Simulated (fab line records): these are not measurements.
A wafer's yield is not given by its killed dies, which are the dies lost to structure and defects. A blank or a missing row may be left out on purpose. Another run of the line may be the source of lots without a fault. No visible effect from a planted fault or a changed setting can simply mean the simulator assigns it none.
Which tool is to blame? -- flow n5Finfet -- 7 lots with 21 wafers sampled at 2 steps, on a route of 1938 steps

## WHAT THE GAUGES SHOWED, per wafer
N5_BEOL_M11_CD_MEAS_35: the cd target is 70 nm.
lot,measured,on,cdNm (nm)
L882,day 10 12:52,cdSem-02,69.1 68.4 69.0
L884,day 11 16:03,cdSem-02,69.8 69.6 69.3
L886,day 12 01:49,cdSem-02,71.3 70.1 70.4
L891,day 13 07:05,cdSem-02,70.1 69.6 69.7
L898,day 14 16:23,cdSem-01,69.7 70.0 69.8
L902,day 15 22:10,cdSem-02,69.1 69.4 69.4
L903,day 15 22:37,cdSem-01,70.5 70.6 70.2

## WHICH TOOL RAN EACH LOT (tool, then ch and the chambers of the sampled wafers, then the start)
lot,N5_BEOL_M11_STRIP_77
L882,"rieDiel-01 ch 1,2,3, day 10 12:52 or earlier"
L884,"rieDiel-05 ch 0,1,3, day 11 16:03 or earlier"
L886,"rieDiel-01 ch 2,3, day 12 01:49 or earlier"
L891,"rieDiel-01 ch 1,2,3, day 13 07:05 or earlier"
L898,"rieDiel-05 ch 0,1, day 14 16:23 or earlier"
L902,"rieDiel-01 ch 0,2,3, day 15 22:10 or earlier"
L903,"rieDiel-03 ch 0,2, day 15 22:37 or earlier"
- N5_BEOL_M11_STRIP_77: strips in N2/H2, time 10 s.

## THE ANSWER, worked out from the rows above alone
Rule: what is usual is taken from the lots themselves. The widest of any qualifying gaps counts: lots, ordered by their means at a reading, are off when they make up no more than a third of the lots, leave a main group of 4 or more, and stand apart from it by 3 or more times the standard deviation of that group's means. The tables above print the reading to a certain number of digits; a main group whose means all agree to those digits is not used. Also off: a lot with no number at a reading for which 4 or more lots have one. All remaining lots with rows at the step are treated as sound.
No lot is off at any reading shown: from this, nothing can be told.

## WHAT THE SIMULATOR PUT IN
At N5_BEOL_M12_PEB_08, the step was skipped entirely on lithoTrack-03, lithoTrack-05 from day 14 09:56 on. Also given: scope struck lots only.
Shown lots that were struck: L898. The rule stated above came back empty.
